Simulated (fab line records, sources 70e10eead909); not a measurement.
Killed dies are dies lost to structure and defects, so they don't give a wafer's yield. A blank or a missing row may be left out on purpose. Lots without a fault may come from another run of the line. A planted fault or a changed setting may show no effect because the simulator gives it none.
Chamber matching | flow nand_harc | NHARC_A_CHANNEL_HOLE_D2_ETCH_44 on rie_diel-05: 4 sister chambers
The step etches the open film in CF4/O2, target depth 140 nm, overetch 14 nm, time 77 s. 4 wafers are shown with their chamber, then 8 later ones without.

WAFERS WITH THEIR CHAMBER
wafer  | chamber | showerhead_plenum_p_Torr (Torr)
L082.4 | 2       | 1.41
L085.2 | 0       | 1.37
L085.6 | 1       | 1.27
L093.2 | 3       | 1.33

WAFERS WITHOUT THEIR CHAMBER
wafer  | showerhead_plenum_p_Torr (Torr)
L093.3 | 1.27
L093.6 | 1.37
L095.2 | 1.32
L095.3 | 1.41
L095.6 | 1.37
L096.3 | 1.32
L096.4 | 1.26
L096.5 | 1.41

WHICH CHAMBER EACH WENT THROUGH
wafer  | from the rows above | in truth
L093.3 | 1                   | 1
L093.6 | 0                   | 0
L095.2 | 3                   | 3
L095.3 | 2                   | 2
L095.6 | 0                   | 0
L096.3 | 3                   | 3
L096.4 | 1                   | 1
L096.5 | 2                   | 2
Placed correctly: 8 of 8. Can't be placed from these rows: 0. Placed wrongly: 0.
How it was worked out, from the rows above alone: a wafer's distance from a chamber is the root of the sum, over the readings, of the square of ((its reading less the chamber's mean) divided by the reading's scatter). The wafer belongs to the nearest chamber; if the next one is less than 2 further off, it can't be placed. A chamber's mean is the mean of its shown wafers. The scatter: with one shown wafer a chamber, the root of the mean of the squares of how far each hidden wafer lies from its nearest shown one.
